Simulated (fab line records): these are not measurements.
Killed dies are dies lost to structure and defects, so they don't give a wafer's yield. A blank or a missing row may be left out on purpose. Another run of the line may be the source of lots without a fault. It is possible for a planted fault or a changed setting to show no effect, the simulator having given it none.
3 desks looking at one fault ; flow nand-harc ; numbers are kept per desk, each desk with only its own; the story behind them comes last

## METROLOGY DESK
Means of the sampled wafers that have a number, per lot and without regard to the tool the lot ran on: this is what the gauges read. A lot is out of limits, marked OUT, if its mean lies more than 4 standard deviations from the usual mean; the brackets give that distance.
Columns: A = overlay-x-nm at NHARC_A_M0_OVL_MEAS_10, usual 0.3 nm; B = overlay-y-nm at NHARC_A_M0_OVL_MEAS_10, usual 0.1 nm; C = cd-nm at NHARC_A_M0_CD_MEAS_16, usual 80.4 nm; D = thk-nm at NHARC_A_M0_THK_MEAS_24, usual 114.1 nm
lot;first seen here;A;B;C;D
L880;day 23 11:17;1.4;0.8;81.4;113.6
L887;day 25 22:42;0.9;0.7;79.5;113.8
L891;day 27 22:49;-1.1;-0.1;81.0;115.8
L890;day 28 00:09;2.7;-1.1;80.1;115.5
L901;day 32 10:28;-0.4;-0.0;80.9;114.8
This desk's verdict: no lot among the 5 shows anything out of limits.

## TOOL OWNER'S DESK, ecd-cu-02
The tool's own readings at NHARC_A_M0_ECD_22 (material Cu, target thk 400 nm): means of the sampled wafers that have a number, for each lot that ran on this tool. A lot is out of limits, marked OUT, if its mean lies more than 4 standard deviations from the usual mean; the brackets give that distance.
Columns: A = bath-heat-duty-pct at NHARC_A_M0_ECD_22, usual 6.6 %
lot;first seen here;A
L891;day 28 00:12;6.8
L890;day 28 01:32;6.7
L901;day 32 11:51;6.2
This desk's verdict: no lot among the 3 shows anything out of limits.

## THE DEFECT DESK
Inspection counts along the route, by lot: the mean over sampled wafers that carry a number. A lot is out of limits, marked OUT, if its mean lies more than 4 standard deviations from the usual mean; the brackets give that distance.
Columns: A = raw-defect-count at NHARC_A_M0_INSPECT_11, usual 85
lot;first seen here;A
L880;day 23 11:20;63
L887;day 25 22:44;157
L891;day 27 22:50;93
L890;day 28 00:11;56
L901;day 32 10:30;62
This desk's verdict: no lot among the 5 shows anything out of limits.

## TAKEN TOGETHER
Metrology desk: nothing out of limits seen.
The desk of the tool owner found nothing out of limits.
Nothing out of limits was seen by the defect desk.

## WHAT THE SIMULATOR PUT IN
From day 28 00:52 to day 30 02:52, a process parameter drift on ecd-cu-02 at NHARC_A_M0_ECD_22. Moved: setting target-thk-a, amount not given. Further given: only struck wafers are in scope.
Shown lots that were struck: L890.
